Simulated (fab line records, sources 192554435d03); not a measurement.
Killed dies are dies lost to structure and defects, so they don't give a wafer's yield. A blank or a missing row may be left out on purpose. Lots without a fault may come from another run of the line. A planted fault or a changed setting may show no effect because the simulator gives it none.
Chamber matching | flow n5_finfet | N5_BEOL_M4_ETCHBACK_99 on rie_diel-04: 4 sister chambers
The step etches SiO2 in CHF3, target depth 5 nm, time 10.4 s. 4 wafers are shown with their chamber, then 7 later ones without.

WAFERS WITH THEIR CHAMBER
wafer  | chamber | drypump_motor_current_A (A)
L084.2 | 3       | 6.0
L084.5 | 0       | 5.3
L089.3 | 1       | 5.0
L089.4 | 2       | 6.1

WAFERS WITHOUT THEIR CHAMBER
wafer  | drypump_motor_current_A (A)
L089.6 | 5.3
L091.2 | 5.4
L091.3 | 6.1
L091.4 | 6.0
L096.2 | 6.0
L096.4 | 5.0
L096.6 | 6.0

WHICH CHAMBER EACH WENT THROUGH
wafer  | from the rows above | in truth
L089.6 | 0                   | 0
L091.2 | 0                   | 0
L091.3 | 2                   | 2
L091.4 | 3                   | 3
L096.2 | 3                   | 3
L096.4 | 1                   | 1
L096.6 | 3                   | 3
Placed correctly: 7 of 7. Can't be placed from these rows: 0. Placed wrongly: 0.
How it was worked out, from the rows above alone: a wafer's distance from a chamber is the root of the sum, over the readings, of the square of ((its reading less the chamber's mean) divided by the reading's scatter). The wafer belongs to the nearest chamber; if the next one is less than 2 further off, it can't be placed. A chamber's mean is the mean of its shown wafers. The scatter: with one shown wafer a chamber, the root of the mean of the squares of how far each hidden wafer lies from its nearest shown one.
